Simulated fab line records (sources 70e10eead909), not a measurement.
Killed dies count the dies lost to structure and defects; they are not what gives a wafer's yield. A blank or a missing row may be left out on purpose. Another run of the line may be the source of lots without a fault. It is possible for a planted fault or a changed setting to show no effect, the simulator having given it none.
Which tool was responsible? / flow nand harc / 18 wafers from 6 lots sampled at 5 of the route's 1302 steps

== WHAT THE GAUGES READ, wafer by wafer ==
NHARC_END_SORT_01.
lot=L353; measured=day 31 14:05; on=prober-02; killed at array=94 74 82

== WHICH TOOL RAN EACH LOT (tool, then ch and the chambers of the sampled wafers, then the start) ==
lot=L339; NHARC_A_CHANNEL_HOLE_D2_ETCH_34=rie diel-13 ch 0,1, day 15 08:12 or earlier; NHARC_A_CHANNEL_FILL_D2_ALD_16=ald hk-02 ch 0,2,3, day 15 08:12; NHARC_A_CHANNEL_FILL_D2_ETCHBACK_20=rie diel-07 ch 0,3, day 15 20:10; NHARC_A_CHANNEL_FILL_D2_STRIP_29=rie diel-07 ch 0,1,2, no start
lot=L341; NHARC_A_CHANNEL_HOLE_D2_ETCH_34=rie diel-04 ch 0,2, day 15 17:54 or earlier; NHARC_A_CHANNEL_FILL_D2_ALD_16=ald hk-04 ch 2,3, day 15 17:54; NHARC_A_CHANNEL_FILL_D2_ETCHBACK_20=rie diel-11 ch 0,2,3, day 16 06:06; NHARC_A_CHANNEL_FILL_D2_STRIP_29=rie diel-11 ch 0,1,3, no start
lot=L351; NHARC_A_CHANNEL_HOLE_D2_ETCH_34=rie diel-04 ch 0,1,3, day 20 13:04 or earlier; NHARC_A_CHANNEL_FILL_D2_ALD_16=ald hk-01 ch 0,1, day 20 13:04; NHARC_A_CHANNEL_FILL_D2_ETCHBACK_20=rie diel-11 ch 0,1,3, day 21 01:01; NHARC_A_CHANNEL_FILL_D2_STRIP_29=rie diel-12 ch 0,1,3, no start
lot=L353; NHARC_A_CHANNEL_HOLE_D2_ETCH_34=rie diel-04 ch 1,2,3, day 20 22:33 or earlier; NHARC_A_CHANNEL_FILL_D2_ALD_16=ald hk-04 ch 0,2,3, day 20 22:33; NHARC_A_CHANNEL_FILL_D2_ETCHBACK_20=rie diel-11 ch 0,1,2, day 21 12:04; NHARC_A_CHANNEL_FILL_D2_STRIP_29=rie diel-11 ch 0,1,2, day 31 14:05 or earlier
lot=L355; NHARC_A_CHANNEL_HOLE_D2_ETCH_34=rie diel-08 ch 1,2,3, day 22 01:10 or earlier; NHARC_A_CHANNEL_FILL_D2_ALD_16=ald hk-02 ch 0,1,3, day 22 01:10; NHARC_A_CHANNEL_FILL_D2_ETCHBACK_20=rie diel-11 ch 0,2,3, day 22 13:08; NHARC_A_CHANNEL_FILL_D2_STRIP_29=rie diel-07 ch 0,2,3, no start
lot=L358; NHARC_A_CHANNEL_HOLE_D2_ETCH_34=rie diel-13 ch 0,1,3, day 23 07:59 or earlier; NHARC_A_CHANNEL_FILL_D2_ALD_16=ald hk-04 ch 0,2,3, day 23 07:59; NHARC_A_CHANNEL_FILL_D2_ETCHBACK_20=rie diel-07 ch 1,2, day 23 19:34; NHARC_A_CHANNEL_FILL_D2_STRIP_29=rie diel-07 ch 0,1,2, no start
- NHARC_A_CHANNEL_HOLE_D2_ETCH_34: etches the open film in CF4/CHF3, target depth 154 nm, time 77 s.
- NHARC_A_CHANNEL_FILL_D2_ALD_16: deposits SiO2, target thk 1.5 nm, pulse time 10 s, ald cycles 15.
- NHARC_A_CHANNEL_FILL_D2_ETCHBACK_20: etches the open film in C4F8/O2/Ar, target depth 27 nm, time 13.5 s.
- NHARC_A_CHANNEL_FILL_D2_STRIP_29: strips in O2, time 20 s.

== THE ANSWER, worked out from the rows above alone ==
Rule: the lots themselves supply what counts as usual. Put in order of their means at a reading, lots are off if they are a third of the lots or fewer, leave a main group of 4 or more, and stand apart from it by a gap of 3 or more times the standard deviation of the main group's means; of several such gaps the widest counts. Not used: any main group whose means are identical at the precision the tables above print for the reading. Also off: a lot with no number at a reading for which 4 or more lots have one. Where the step has rows for the other lots, those lots are counted as sound.
No lot is off on any of the readings shown, so nothing can be concluded from this.

== WHAT HAD BEEN PUT IN BY THE SIMULATOR ==
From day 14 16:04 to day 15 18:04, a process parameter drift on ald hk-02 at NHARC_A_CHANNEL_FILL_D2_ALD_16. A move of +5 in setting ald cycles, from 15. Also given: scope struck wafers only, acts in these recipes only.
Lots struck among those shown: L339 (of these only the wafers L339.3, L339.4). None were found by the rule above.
